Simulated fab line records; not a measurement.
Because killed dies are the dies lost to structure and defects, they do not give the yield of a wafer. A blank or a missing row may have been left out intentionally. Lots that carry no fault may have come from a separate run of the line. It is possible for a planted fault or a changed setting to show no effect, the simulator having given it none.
Chamber matching -- flow nand_harc -- 3 sister chambers for NHARC_A_STAIRCASE_DEP_151 on pecvd-03
The step deposits SiO2, target thk 7200 nm. 16 wafers are shown with their chamber, then 8 later ones without.

WAFERS PAIRED WITH THEIR CHAMBERS
wafer,chamber,heater_power_w (W)
L074.1,1,859
L074.3,0,564
L074.6,2,556
L079.2,0,491
L079.3,2,599
L079.5,0,491
L082.1,2,638
L082.4,0,472
L082.6,1,669
L084.1,0,539
L084.4,1,682
L084.5,0,475
L087.2,0,589
L087.3,1,764
L087.4,0,482
L090.4,2,569

SIGNATURES (averages over the wafers above)
reading,chamber 0,chamber 1,chamber 2,scatter within a chamber
heater_power_w,512.88,743.50,590.50,56.3
Rule: for a wafer and a chamber, the distance is found by dividing, reading by reading, the gap between the wafer's reading and the chamber's mean by the reading's scatter, squaring, summing and taking the root. The wafer belongs to the nearest chamber; if the next one is less than 2 further off, it can't be placed. The scatter: the root of (the sum of the squares of (reading less its chamber's mean) over the shown wafers, divided by (wafers less chambers)).

WAFERS WHOSE CHAMBER IS MISSING
wafer,heater_power_w (W)
L090.5,682
L090.6,453
L092.2,634
L092.4,451
L092.6,566
L094.2,811
L094.5,463
L094.6,669

WHICH CHAMBER EACH ONE RAN IN
wafer,from the rows above,in truth
L090.5,can't be placed: 1 or 2 or 0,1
L090.6,can't be placed: 0 or 2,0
L092.2,can't be placed: 2 or 1 or 0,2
L092.4,can't be placed: 0 or 2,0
L092.6,can't be placed: 2 or 0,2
L094.2,1,1
L094.5,can't be placed: 0 or 2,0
L094.6,can't be placed: 1 or 2 or 0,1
Correct placement for 1 of the 8. Unplaceable from these rows: 7, with the true chamber sitting among the candidates in 7. Wrongly placed: 0.
